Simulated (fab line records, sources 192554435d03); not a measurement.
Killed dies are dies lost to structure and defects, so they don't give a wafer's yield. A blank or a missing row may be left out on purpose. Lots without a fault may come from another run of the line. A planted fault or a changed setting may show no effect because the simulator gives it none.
Which tool did it? | flow n5_finfet | 12 lots, 36 wafers sampled, at 2 steps of a route of 1938

WHAT THE GAUGES READ, wafer by wafer
N5_BEOL_M3_OVL_MEAS_29.
lot  | measured     | on         | V2_OVL (nm)
L074 | day 7 06:08  | overlay-01 | -0.5 -0.1 0.3
L077 | day 7 19:51  | overlay-02 | -1.0 0.7 0.5
L080 | day 8 21:10  | overlay-01 | 0.5 0.4 0.1
L082 | day 9 03:13  | overlay-01 | 0.5 0.5 0.4
L083 | day 9 10:04  | overlay-02 | 0.0 -0.5 0.2
L085 | day 9 12:14  | overlay-01 | 0.3 0.5 0.9
L087 | day 10 13:53 | overlay-02 | 1.2 0.6 1.2
L089 | day 11 04:42 | overlay-02 | -1.2 -0.4 -1.7
L091 | day 11 12:46 | overlay-01 | 0.2 0.3 -0.5
L093 | day 12 01:37 | overlay-02 | 0.5 0.1 0.1
L095 | day 12 10:02 | overlay-02 | -0.7 -1.0 -0.2
L097 | day 12 22:10 | overlay-02 | 0.5 0.4 -0.1

WHICH TOOL RAN EACH LOT (tool, then ch and the chambers of the sampled wafers, then the start)
lot  | N5_BEOL_M3_ETCH_64
L074 | rie_diel-05 ch 1,2, day 7 05:19
L077 | rie_diel-06 ch 0,2,3, day 7 19:01
L080 | rie_diel-06 ch 0,2,3, day 8 20:20
L082 | rie_diel-03 ch 2,3, day 9 02:23
L083 | rie_diel-03 ch 0,1, day 9 09:08
L085 | rie_diel-05 ch 1,3, day 9 11:19
L087 | rie_diel-05 ch 1,2, day 10 12:53
L089 | rie_diel-06 ch 0,1,2, day 11 04:00
L091 | rie_diel-05 ch 1,2,3, day 11 12:04
L093 | rie_diel-05 ch 0,2,3, day 12 00:49
L095 | rie_diel-03 ch 1,2,3, day 12 09:18
L097 | rie_diel-06 ch 0,1,3, day 12 21:22
- N5_BEOL_M3_ETCH_64: etches SOC in N2/H2, target depth 75 nm, overetch 15 nm, time 112.5 s.

THE ANSWER, worked out from the rows above alone
Rule: what is usual is taken from the lots themselves. Put in order of their means at a reading, lots are off if they are a third of the lots or fewer, leave a main group of 4 or more, and stand apart from it by a gap of 3 or more times the standard deviation of the main group's means; of several such gaps the widest counts. A main group whose means are all the same, to the digits that the tables above print for the reading, isn't used. A lot without any number at a reading at which 4 lots or more have one is off too. The other lots that the step has rows for count as sound.
No lot is off at any reading shown: from this, nothing can be told.

WHAT THE SIMULATOR HAD PUT IN
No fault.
